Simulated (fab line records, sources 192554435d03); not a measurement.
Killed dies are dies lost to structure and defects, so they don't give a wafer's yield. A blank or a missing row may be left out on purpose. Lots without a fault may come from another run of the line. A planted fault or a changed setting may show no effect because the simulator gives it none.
Chamber matching | flow n5_finfet | N5_BEOL_M0_SAQP_SPACER2_ETCHBACK_27 on rie_diel-01: 4 sister chambers
The step etches SiO2 in CHF3/O2, target depth 22.5 nm, time 11.25 s. 16 wafers are shown with their chamber, then 8 later ones without.

WAFERS WITH THEIR CHAMBER
wafer  | chamber | drypump_motor_current_A (A) | showerhead_plenum_p_Torr (Torr) | throttle_valve_pct (%)
L078.1 | 2       | 5.7                         | 2.50                            | 18.89
L078.5 | 1       | 5.9                         | 2.38                            | 19.51
L078.6 | 2       | 5.6                         | 2.50                            | 18.91
L079.2 | 2       | 5.7                         | 2.50                            | 18.92
L079.3 | 1       | 5.9                         | 2.38                            | 19.48
L079.5 | 2       | 5.6                         | 2.50                            | 18.91
L080.2 | 1       | 5.9                         | 2.38                            | 19.49
L080.3 | 0       | 5.1                         | 2.36                            | 18.83
L080.6 | 0       | 5.1                         | 2.36                            | 18.83
L083.3 | 3       | 6.2                         | 2.55                            | 18.79
L083.4 | 2       | 5.6                         | 2.50                            | 18.93
L083.6 | 3       | 6.2                         | 2.55                            | 18.80
L085.1 | 1       | 5.9                         | 2.37                            | 19.52
L085.4 | 0       | 5.1                         | 2.35                            | 18.85
L085.6 | 2       | 5.6                         | 2.50                            | 18.93
L089.1 | 1       | 5.9                         | 2.37                            | 19.54

SIGNATURES (means of the wafers above)
reading                  | chamber 0 | chamber 1 | chamber 2 | chamber 3 | scatter within a chamber
drypump_motor_current_A  | 5.100     | 5.900     | 5.633     | 6.200     | 0.0333
showerhead_plenum_p_Torr | 2.3567    | 2.3760    | 2.5000    | 2.5500    | 0.00394
throttle_valve_pct       | 18.8367   | 19.5080   | 18.9150   | 18.7950   | 0.0177
Rule: a wafer's distance from a chamber is the root of the sum, over the readings, of the square of ((its reading less the chamber's mean) divided by the reading's scatter). The wafer belongs to the nearest chamber; if the next one is less than 2 further off, it can't be placed. The scatter: the root of (the sum of the squares of (reading less its chamber's mean) over the shown wafers, divided by (wafers less chambers)).

WAFERS WITHOUT THEIR CHAMBER
wafer  | drypump_motor_current_A (A) | showerhead_plenum_p_Torr (Torr) | throttle_valve_pct (%)
L089.3 | 6.3                         | 2.54                            | 18.82
L089.6 | 6.2                         | 2.54                            | 18.82
L092.1 | 6.2                         | 2.54                            | 18.84
L092.2 | 5.6                         | 2.49                            | 18.95
L092.4 | 6.3                         | 2.54                            | 18.84
L094.4 | 5.1                         | 2.35                            | 18.89
L094.5 | 6.2                         | 2.54                            | 18.84
L094.6 | 5.6                         | 2.49                            | 18.95

WHICH CHAMBER EACH WENT THROUGH
wafer  | from the rows above | in truth
L089.3 | 3                   | 3
L089.6 | 3                   | 3
L092.1 | 3                   | 3
L092.2 | 2                   | 2
L092.4 | 3                   | 3
L094.4 | 0                   | 0
L094.5 | 3                   | 3
L094.6 | 2                   | 2
Placed correctly: 8 of 8. Can't be placed from these rows: 0. Placed wrongly: 0.
